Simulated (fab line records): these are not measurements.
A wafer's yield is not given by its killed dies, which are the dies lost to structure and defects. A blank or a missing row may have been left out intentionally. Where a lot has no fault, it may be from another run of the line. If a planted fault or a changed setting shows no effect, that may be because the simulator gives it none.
Matching of chambers    flow n5-finfet    N5_BEOL_M8_DESCUM_16 on rie-diel-01 has 4 sister chambers
The step chemistry O2, time 7.9 s. 8 wafers are shown with their chamber, then 10 later ones without.

== WAFERS WITH THEIR CHAMBER ==
wafer   chamber  drypump-motor-current-A (A)  showerhead-plenum-p-Torr (Torr)
L077.1  0        5.8                          2.10
L079.3  1        5.0                          2.17
L079.5  1        5.1                          2.17
L081.1  2        4.8                          2.00
L081.2  3        6.2                          2.19
L081.3  0        5.8                          2.09
L082.1  3        6.2                          2.19
L082.2  2        4.8                          2.00

== WAFERS MISSING THEIR CHAMBER ==
wafer   drypump-motor-current-A (A)  showerhead-plenum-p-Torr (Torr)
L082.3  5.8                          2.09
L082.4  4.8                          2.00
L082.5  6.2                          2.19
L082.6  5.8                          2.09
L087.2  4.8                          1.99
L087.4  5.8                          2.09
L087.6  4.8                          1.99
L089.1  5.1                          2.17
L089.5  4.8                          1.99
L089.6  5.1                          2.17

== THE CHAMBER EACH PASSED THROUGH ==
wafer   from the rows above  in truth
L082.3  0                    0
L082.4  2                    2
L082.5  3                    3
L082.6  0                    0
L087.2  2                    2
L087.4  0                    0
L087.6  2                    2
L089.1  1                    1
L089.5  2                    2
L089.6  1                    1
Placed correctly: 10 of 10. From these rows, 0 cannot be placed. 0 placed wrongly.
How it was worked out, from the rows above alone: a wafer's distance from a chamber is the root of the sum, over the readings, of the square of ((its reading less the chamber's mean) divided by the reading's scatter). The wafer belongs to the nearest chamber; if the next one is less than 2 further off, it can't be placed. A chamber's mean is the mean of its shown wafers. How the scatter is found: for the shown wafers, subtract from each reading the mean of its chamber, square and add these, divide the total by (wafers less chambers), then take the root.
